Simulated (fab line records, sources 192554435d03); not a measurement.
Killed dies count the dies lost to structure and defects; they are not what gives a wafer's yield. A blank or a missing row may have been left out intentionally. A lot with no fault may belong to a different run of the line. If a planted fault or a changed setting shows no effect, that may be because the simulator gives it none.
Matching of chambers | flow n5_finfet | thermal_cvd_si-02 running N5_HKMG_FIN_CVD_62: 3 sister chambers
The step deposits a-Si from Si2H6, target thk 3 nm, time 20.8 s. 3 wafers are shown with their chamber, then 12 later ones without.

== WAFERS WITH THEIR CHAMBER ==
wafer  | chamber | heater_power_w (W)
L086.6 | 1       | 1213
L088.4 | 0       | 1209
L088.6 | 2       | 1441

== WAFERS WITH NO CHAMBER GIVEN ==
wafer  | heater_power_w (W)
L090.2 | 1164
L090.5 | 1161
L090.6 | 1261
L092.1 | 1451
L092.2 | 1215
L092.5 | 1470
L094.2 | 1264
L094.3 | 1448
L094.6 | 1203
L096.1 | 1173
L096.4 | 1391
L096.5 | 1294

== THE CHAMBER EACH PASSED THROUGH ==
wafer  | from the rows above          | in truth
L090.2 | can't be placed: 0 or 1      | 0
L090.5 | can't be placed: 0 or 1      | 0
L090.6 | can't be placed: 1 or 0      | 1
L092.1 | 2                            | 2
L092.2 | can't be placed: 1 or 0      | 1
L092.5 | 2                            | 2
L094.2 | can't be placed: 1 or 0      | 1
L094.3 | 2                            | 2
L094.6 | can't be placed: 0 or 1      | 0
L096.1 | can't be placed: 0 or 1      | 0
L096.4 | 2                            | 2
L096.5 | can't be placed: 1 or 0 or 2 | 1
Correct placement for 4 of the 12. Not placeable from these rows: 8 (in 8, the candidates include the true chamber). Wrongly placed: 0.
How it was worked out, from the rows above alone: a wafer's distance from a chamber is the root of the sum, over the readings, of the square of ((its reading less the chamber's mean) divided by the reading's scatter). The wafer belongs to the nearest chamber; if the next one is less than 2 further off, it can't be placed. For every chamber, the mean is computed from those of its wafers that are shown. The scatter: root of mean squared gap, hidden wafer to nearest shown wafer, with one shown wafer a chamber.
